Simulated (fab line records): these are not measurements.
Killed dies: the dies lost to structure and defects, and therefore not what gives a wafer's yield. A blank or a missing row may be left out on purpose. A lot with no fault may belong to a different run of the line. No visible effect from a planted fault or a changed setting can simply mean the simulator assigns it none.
Which tool did it?	flow n5-finfet	9 lots, 27 wafers sampled, at 6 steps of a route of 1938

## WHAT THE GAUGES READ, wafer by wafer
N5_BEOL_M4_CD_MEAS_18: pitch 36 nm, target cd 18 nm. Usual: cd-nm at 18.0 nm, with a standard deviation of 0.32.
lot	measured	on	cd-nm (nm)	flag
L662	day 8 05:13	cd-sem-01	18.2 18.1 17.7	
L663	day 8 13:13	cd-sem-01	17.8 18.1 18.3	
L665	day 8 17:02	cd-sem-01	18.4 18.3 18.4	
L667	day 9 11:08	cd-sem-03	18.6 18.1 18.5	
L674	day 11 04:38	cd-sem-02	18.1 17.9 17.9	
L675	day 11 04:43	cd-sem-03	18.2 18.3 18.2	
L676	day 11 12:38	cd-sem-02	18.1 18.3 18.5	
L678	day 11 23:28	cd-sem-03	17.7 17.2 17.6	
L683	day 13 12:01	cd-sem-02	17.8 18.4 18.1	

N5_BEOL_M4_OVL_MEAS_29. Usual: V3_OVL gives -0.5 nm (standard deviation 0.57).
lot	measured	on	V3_OVL (nm)	flag
L662	day 8 05:41	overlay-01	-0.4 0.1 -0.2	
L663	day 8 13:34	overlay-01	0.1 0.5 0.4	
L665	day 8 17:31	overlay-02	-0.2 -0.3 -0.7	
L667	day 9 11:36	overlay-02	-0.4 -0.8 -0.6	
L674	day 11 04:59	overlay-01	9.5 10.3 8.9	OFF
L675	day 11 05:04	overlay-02	11.4 11.0 9.8	OFF
L676	day 11 13:07	overlay-02	-0.7 -0.5 -0.5	
L678	day 11 23:49	overlay-01	-0.6 -1.0 -0.7	
L683	day 13 12:30	overlay-02	-0.7 0.0 -1.2	

N5_BEOL_M4_RC_MEAS_101. Usual: DIBL_N 36.3 mV/V, standard deviation 1.4; DIBL_P 35.7 mV/V, standard deviation 1.5; IOFF_N 0.155 nA/um, standard deviation 0.022; IOFF_P 0.204 nA/um, standard deviation 0.027; ION_N 671 uA/um, standard deviation 9; ION_P 459 uA/um, standard deviation 6.2; SS_N 71.5 mV/dec, standard deviation 0.54; SS_P 73.1 mV/dec, standard deviation 0.56; VT_N 250.2 mV, standard deviation 2.6; VT_P -251 mV, standard deviation 3.3.
lot	measured	on	DIBL_N (mV/V)	DIBL_P (mV/V)	IOFF_N (nA/um)	IOFF_P (nA/um)	ION_N (uA/um)	ION_P (uA/um)	SS_N (mV/dec)	SS_P (mV/dec)	VT_N (mV)	VT_P (mV)	flag
L662	day 8 18:48	prober-01	35.3 35.4 34.2	35.6 35.4 33.7	0.162 0.156 0.144	0.216 0.221 0.187	677 663 671	466 462 457	71.7 71.7 70.8	73.3 73.4 72.3	247.9 249.2 250.9	-248 -249 -251	
L663	day 8 21:08	prober-02	35.0 36.4 38.2	34.9 36.8 38.8	0.137 0.176 0.212	0.171 0.195 0.222	663 682 686	453 464 456	70.7 71.5 71.1	72.3 73.4 73.6	250.8 245.6 243.2	-255 -254 -252	
L665	day 9 00:10	prober-01	37.8 35.7 36.8	37.2 35.6 37.0	0.193 0.148 0.185	0.243 0.210 0.239	674 670 691	465 464 470	71.1 70.6 71.4	74.0 73.3 73.5	246.9 250.1 247.2	-246 -248 -246	
L667	day 9 20:37	prober-01	35.3 36.1 36.7	35.5 35.9 35.6	0.133 0.149 0.151	0.177 0.185 0.174	677 661 668	462 451 447	70.9 71.3 71.6	72.4 73.4 72.5	253.2 251.9 252.9	-255 -255 -258	
L674	day 11 13:34	prober-01	36.8 36.0 35.6	34.0 33.6 33.8	0.151 0.138 0.136	0.169 0.161 0.166	666 667 671	454 451 457	71.4 71.5 71.4	72.9 72.5 73.1	248.8 253.7 252.2	-257 -254 -256	
L675	day 11 15:41	prober-02	38.7 38.6 37.4	36.4 36.9 35.5	0.170 0.167 0.143	0.212 0.211 0.199	677 673 668	462 457 456	72.5 72.1 72.0	73.1 74.2 73.8	246.9 247.0 252.2	-247 -252 -251	
L676	day 11 22:47	prober-01	34.9 36.1 35.9	35.8 37.2 37.0	0.145 0.155 0.153	0.190 0.208 0.198	661 665 667	450 454 455	70.1 71.3 72.1	73.0 73.4 73.4	249.7 249.4 251.5	-254 -252 -255	
L678	day 12 10:29	prober-01	34.1 35.0 35.4	33.5 34.6 34.6	0.119 0.131 0.138	0.174 0.185 0.192	666 664 677	457 457 462	71.0 71.2 71.6	72.7 72.9 73.0	253.2 252.5 250.7	-252 -251 -251	
L683	day 13 19:38	prober-01	35.3 37.3 35.1	34.7 35.9 34.5	0.137 0.166 0.135	0.179 0.192 0.178	669 671 668	460 452 457	71.7 71.9 71.5	72.8 72.1 72.3	250.5 249.3 253.9	-255 -252 -253	

## TOOL THAT RAN EACH LOT (tool first, then ch and the chambers of the sampled wafers, then the start)
lot	N5_BEOL_M4_EXPOSE_25	N5_BEOL_M4_ETCHBACK_99	N5_BEOL_M4_VIA_ETCH_34
L662	euv-scanner-02 ch 0, day 8 05:31	rie-diel-03 ch 0,1,3, day 8 14:23	rie-diel-03 ch 0,1,3, day 8 14:31
L663	euv-scanner-02 ch 0, day 8 13:23	rie-diel-05 ch 0,1,3, day 8 15:31	rie-diel-05 ch 0,1,3, day 8 15:40
L665	euv-scanner-02 ch 0, day 8 17:21	rie-diel-03 ch 0,1,3, day 8 18:29	rie-diel-03 ch 0,1,3, day 8 18:38
L667	euv-scanner-02 ch 0, day 9 11:25	rie-diel-01 ch 0,1,2, day 9 15:02	rie-diel-01 ch 0,1,2, day 9 15:11
L674	euv-scanner-02 ch 0, day 11 04:50	rie-diel-03 ch 0,1,2, day 11 06:32	rie-diel-03 ch 0,1,2, day 11 06:41
L675	euv-scanner-02 ch 0, day 11 04:53	rie-diel-01 ch 0,2,3, day 11 11:15	rie-diel-01 ch 0,2,3, day 11 11:23
L676	euv-scanner-01 ch 0, day 11 12:56	rie-diel-05 ch 1,3, day 11 18:01	rie-diel-05 ch 1,3, day 11 18:09
L678	euv-scanner-01 ch 0, day 11 23:38	rie-diel-05 ch 1,2, day 12 04:05	rie-diel-05 ch 1,2, day 12 04:13
L683	euv-scanner-01 ch 0, day 13 12:20	rie-diel-05 ch 0,1,2, day 13 13:55	rie-diel-05 ch 0,1,2, day 13 14:04
- N5_BEOL_M4_EXPOSE_25: exposes mask V3, defocus 5 nm.
- N5_BEOL_M4_ETCHBACK_99: etches SiO2 in CHF3, target depth 5 nm, time 10.4 s.
- N5_BEOL_M4_VIA_ETCH_34: etches the open film in C4F6/O2, target depth 69.4 nm, time 65.9 s.

## WHAT THE TOOLS THEMSELVES READ (means of the sampled wafers that have a number; where no wafer has one, the mark that the record gives instead)
N5_BEOL_M4_EXPOSE_25. Usual: exposure-dose-mJ-cm2 at 62.80, with a standard deviation of 0.071.
lot	tool	exposure-dose-mJ-cm2	flag
L662	euv-scanner-02	62.81	
L663	euv-scanner-02	62.87	
L665	euv-scanner-02	62.82	
L667	euv-scanner-02	62.86	
L674	euv-scanner-02	62.91	
L675	euv-scanner-02	62.87	
L676	euv-scanner-01	62.79	
L678	euv-scanner-01	62.78	
L683	euv-scanner-01	62.75	

N5_BEOL_M4_ETCHBACK_99. Usual: drypump-motor-current-A 5.8 A, standard deviation 0.49; oes-product-au 0.78 a.u., standard deviation 0.085; rf-vpp-V 239.8 V, standard deviation 2.3; showerhead-plenum-p-Torr 2.17 Torr, standard deviation 0.08; throttle-valve-pct 16.96 %, standard deviation 0.26.
lot	tool	drypump-motor-current-A (A)	oes-product-au (a.u.)	rf-vpp-V (V)	showerhead-plenum-p-Torr (Torr)	throttle-valve-pct (%)	flag
L662	rie-diel-03	6.1	0.82	237.7	2.15	16.87	
L663	rie-diel-05	5.6	0.70	238.6	2.15	17.20	
L665	rie-diel-03	6.1	0.82	238.6	2.15	16.87	
L667	rie-diel-01	5.7	0.83	241.8	2.17	16.76	
L674	rie-diel-03	6.2	0.77	239.3	2.19	17.05	
L675	rie-diel-01	5.3	0.82	242.5	2.24	16.71	
L676	rie-diel-05	5.6	0.78	237.7	2.12	17.10	
L678	rie-diel-05	6.2	0.76	236.8	2.12	17.12	
L683	rie-diel-05	5.9	0.84	238.8	2.14	16.96	

N5_BEOL_M4_VIA_ETCH_34. Usual: drypump-motor-current-A 5.8 A, standard deviation 0.49; oes-product-au 0.78 a.u., standard deviation 0.084; rf-vpp-V 663 V, standard deviation 5.8; showerhead-plenum-p-Torr 2.87 Torr, standard deviation 0.1; throttle-valve-pct 30.60 %, standard deviation 0.27.
lot	tool	drypump-motor-current-A (A)	oes-product-au (a.u.)	rf-vpp-V (V)	showerhead-plenum-p-Torr (Torr)	throttle-valve-pct (%)	flag
L662	rie-diel-03	6.1	0.83	660	2.84	30.53	
L663	rie-diel-05	5.6	0.71	660	2.84	30.79	
L665	rie-diel-03	6.1	0.82	660	2.84	30.54	
L667	rie-diel-01	5.7	0.82	667	2.87	30.38	
L674	rie-diel-03	6.2	0.77	661	2.89	30.74	
L675	rie-diel-01	5.3	0.83	670	2.96	30.36	
L676	rie-diel-05	5.7	0.78	658	2.80	30.79	
L678	rie-diel-05	6.3	0.76	656	2.81	30.80	
L683	rie-diel-05	5.9	0.83	659	2.83	30.66	

## THE ANSWER, worked out from the rows above alone
Rule: take the mean of a lot's wafers that have a number; if it is more than 3 standard deviations from the usual mean, the lot is off. Also off: a lot with no number at a reading for which 4 or more lots have one. Any other lot the step has rows for is counted as sound. After the gauges, taken in route order, come the tools' own readings; for these a lot's mean is taken, as printed above. At the first step where some lot is off, the reading lying furthest off is the one used; lots without a number count as furthest.
Off: L674, L675, at N5_BEOL_M4_OVL_MEAS_29 (V3_OVL).
A tool fits if, at a process step before that reading, it ran every lot that is off, and no sound lot after the first of them. Those tools and the gauges at N5_BEOL_M4_OVL_MEAS_29 are tried in the same way. One fits: euv-scanner-02 at N5_BEOL_M4_EXPOSE_25. Its last sound lot is L667 (day 9 11:25), its first lot that is off L674 (day 11 04:50): a fault that began between those two fits.

## WHAT THE SIMULATOR HAD PUT IN
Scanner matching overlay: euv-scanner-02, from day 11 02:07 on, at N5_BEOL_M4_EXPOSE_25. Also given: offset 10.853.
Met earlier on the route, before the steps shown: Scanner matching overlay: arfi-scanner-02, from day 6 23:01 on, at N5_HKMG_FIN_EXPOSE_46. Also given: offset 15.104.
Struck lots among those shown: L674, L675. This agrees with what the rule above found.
